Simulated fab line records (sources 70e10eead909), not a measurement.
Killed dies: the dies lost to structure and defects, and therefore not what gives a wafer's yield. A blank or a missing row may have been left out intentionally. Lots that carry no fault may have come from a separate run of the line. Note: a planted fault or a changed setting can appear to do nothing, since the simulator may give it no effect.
Matching of chambers	flow nand_harc	rie_diel-13 running NHARC_A_STAIRCASE_DESCUM_270: 4 sister chambers
The step chemistry O2, time 3 s. 18 wafers are shown with their chamber, then 9 later ones without.

== WAFERS PAIRED WITH THEIR CHAMBERS ==
wafer	chamber	drypump_motor_current_A (A)	showerhead_plenum_p_Torr (Torr)	throttle_valve_pct (%)
L074.1	3	5.0	1.99	11.314
L074.3	1	5.2	1.90	11.299
L074.6	1	5.3	1.90	11.317
L077.1	2	5.8	1.83	11.316
L077.4	0	6.4	1.82	11.321
L077.5	2	5.8	1.83	11.308
L081.1	2	5.7	1.82	11.315
L081.2	3	5.0	1.98	11.321
L081.5	3	5.0	1.98	11.320
L082.1	1	5.2	1.89	11.305
L082.4	0	6.4	1.81	11.330
L082.6	3	5.0	1.98	11.325
L084.1	2	5.7	1.82	11.297
L084.4	3	5.0	1.98	11.309
L084.5	2	5.8	1.82	11.304
L087.2	1	5.2	1.88	11.291
L087.3	0	6.4	1.81	11.319
L087.4	3	5.0	1.98	11.316

SIGNATURES (averages over the wafers above)
reading	chamber 0	chamber 1	chamber 2	chamber 3	scatter within a chamber
drypump_motor_current_A	6.400	5.225	5.760	5.000	0.0373
showerhead_plenum_p_Torr	1.8133	1.8925	1.8240	1.9817	0.00624
throttle_valve_pct	11.32333	11.30300	11.30800	11.31750	0.00775
Rule: distance of a wafer from a chamber = root of the sum over the readings of ((wafer's reading minus chamber's mean) / reading's scatter) squared. The wafer belongs to the nearest chamber; if the next one is less than 2 further off, it can't be placed. The scatter is the square root of a quotient: the sum, over the shown wafers, of each reading's squared deviation from its chamber's mean, divided by wafers minus chambers.

== WAFERS WHOSE CHAMBER IS MISSING ==
wafer	drypump_motor_current_A (A)	showerhead_plenum_p_Torr (Torr)	throttle_valve_pct (%)
L090.4	5.7	1.81	11.298
L090.5	6.4	1.80	11.322
L090.6	5.2	1.88	11.294
L093.1	5.0	1.97	11.314
L093.5	6.4	1.80	11.308
L093.6	5.0	1.97	11.304
L097.1	5.0	1.97	11.306
L097.2	5.7	1.80	11.319
L097.6	5.2	1.87	11.314

== WHICH CHAMBER EACH WENT THROUGH ==
wafer	from the rows above	in truth
L090.4	2	2
L090.5	0	0
L090.6	1	1
L093.1	3	3
L093.5	0	0
L093.6	3	3
L097.1	3	3
L097.2	2	2
L097.6	1	1
Correctly placed: 9 of 9. Can't be placed from these rows: 0. Number placed wrongly: 0.
